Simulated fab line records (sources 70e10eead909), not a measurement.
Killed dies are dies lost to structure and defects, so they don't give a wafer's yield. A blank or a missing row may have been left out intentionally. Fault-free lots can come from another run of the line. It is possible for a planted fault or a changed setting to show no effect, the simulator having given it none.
Matching of chambers :: flow nandHarc :: NHARC_P_GATE_DESCUM_93 on rieDiel-08 has 4 sister chambers
The step chemistry O2, time 3 s. 8 wafers are shown with their chamber, then 9 later ones without.

## WAFERS, EACH WITH ITS CHAMBER
wafer: L075.2
chamber: 3
showerheadPlenumPTorr (Torr): 1.99
oesProductAu (a.u.): 0.991

wafer: L082.5
chamber: 2
showerheadPlenumPTorr (Torr): 1.99
oesProductAu (a.u.): 1.001

wafer: L084.4
chamber: 2
showerheadPlenumPTorr (Torr): 1.99
oesProductAu (a.u.): 1.010

wafer: L084.5
chamber: 0
showerheadPlenumPTorr (Torr): 1.82
oesProductAu (a.u.): 0.991

wafer: L084.6
chamber: 3
showerheadPlenumPTorr (Torr): 1.98
oesProductAu (a.u.): 0.989

wafer: L087.1
chamber: 0
showerheadPlenumPTorr (Torr): 1.82
oesProductAu (a.u.): 0.989

wafer: L087.3
chamber: 1
showerheadPlenumPTorr (Torr): 1.87
oesProductAu (a.u.): 1.006

wafer: L087.5
chamber: 1
showerheadPlenumPTorr (Torr): 1.87
oesProductAu (a.u.): 1.007

## WAFERS MISSING THEIR CHAMBER
wafer: L088.1
showerheadPlenumPTorr (Torr): 1.87
oesProductAu (a.u.): 1.013

wafer: L088.4
showerheadPlenumPTorr (Torr): 1.81
oesProductAu (a.u.): 0.985

wafer: L088.5
showerheadPlenumPTorr (Torr): 1.87
oesProductAu (a.u.): 1.008

wafer: L090.1
showerheadPlenumPTorr (Torr): 1.98
oesProductAu (a.u.): 0.998

wafer: L090.4
showerheadPlenumPTorr (Torr): 1.87
oesProductAu (a.u.): 0.995

wafer: L090.6
showerheadPlenumPTorr (Torr): 1.87
oesProductAu (a.u.): 1.004

wafer: L096.1
showerheadPlenumPTorr (Torr): 1.81
oesProductAu (a.u.): 0.991

wafer: L096.2
showerheadPlenumPTorr (Torr): 1.87
oesProductAu (a.u.): 1.004

wafer: L096.6
showerheadPlenumPTorr (Torr): 1.81
oesProductAu (a.u.): 0.983

## THE CHAMBER EACH PASSED THROUGH
wafer: L088.1
from the rows above: 1
in truth: 1

wafer: L088.4
from the rows above: 0
in truth: 0

wafer: L088.5
from the rows above: 1
in truth: 1

wafer: L090.1
from the rows above: can't be placed: 3 or 2
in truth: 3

wafer: L090.4
from the rows above: 1
in truth: 1

wafer: L090.6
from the rows above: 1
in truth: 1

wafer: L096.1
from the rows above: 0
in truth: 0

wafer: L096.2
from the rows above: 1
in truth: 1

wafer: L096.6
from the rows above: 0
in truth: 0
8 of 9 placed correctly. Cannot be placed on the basis of these rows: 1; the candidates contain the true chamber in 1. Number placed wrongly: 0.
How it was worked out, from the rows above alone: a wafer's distance from a chamber is the root of the sum, over the readings, of the square of ((its reading less the chamber's mean) divided by the reading's scatter). If the next closest chamber is less than 2 further off than the closest, the wafer can't be placed; otherwise it belongs to the closest. The mean given for a chamber averages the wafers shown for that chamber. The scatter: the root of (the sum of the squares of (reading less its chamber's mean) over the shown wafers, divided by (wafers less chambers)).
